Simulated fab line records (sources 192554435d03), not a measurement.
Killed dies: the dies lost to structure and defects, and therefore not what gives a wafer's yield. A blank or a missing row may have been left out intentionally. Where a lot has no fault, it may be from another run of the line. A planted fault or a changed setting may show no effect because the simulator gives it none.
Chamber matching -- flow n5Finfet -- pecvd-02 running N5_BEOL_M12_ILD_DEP_00: 3 sister chambers
The step deposits SiOC from DEMS/O2, target thk 658.92 nm, time 130.7 s. 3 wafers are shown with their chamber, then 11 later ones without.

== EACH WAFER AND ITS CHAMBER ==
wafer,chamber,heaterPowerOuterW (W)
L091.2,2,302
L091.4,1,361
L093.1,0,214

== WAFERS WITHOUT THEIR CHAMBER ==
wafer,heaterPowerOuterW (W)
L093.5,373
L093.6,272
L092.2,255
L092.4,192
L092.6,292
L096.1,223
L096.3,364
L096.5,239
L095.1,368
L095.2,215
L095.4,299

== EACH ONE'S CHAMBER ==
wafer,from the rows above,in truth
L093.5,1,1
L093.6,can't be placed: 2 or 0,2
L092.2,can't be placed: 0 or 2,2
L092.4,0,0
L092.6,2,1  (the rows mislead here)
L096.1,0,0
L096.3,1,1
L096.5,can't be placed: 0 or 2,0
L095.1,1,1
L095.2,0,0
L095.4,2,2
Correct placement for 7 of the 11. Cannot be placed on the basis of these rows: 3; the candidates contain the true chamber in 3. Number placed wrongly: 1.
How it was worked out, from the rows above alone: a wafer's distance from a chamber is the root of the sum, over the readings, of the square of ((its reading less the chamber's mean) divided by the reading's scatter). If the next closest chamber is less than 2 further off than the closest, the wafer can't be placed; otherwise it belongs to the closest. A chamber's mean is the mean of its shown wafers. The scatter: with one shown wafer a chamber, the root of the mean of the squares of how far each hidden wafer lies from its nearest shown one.
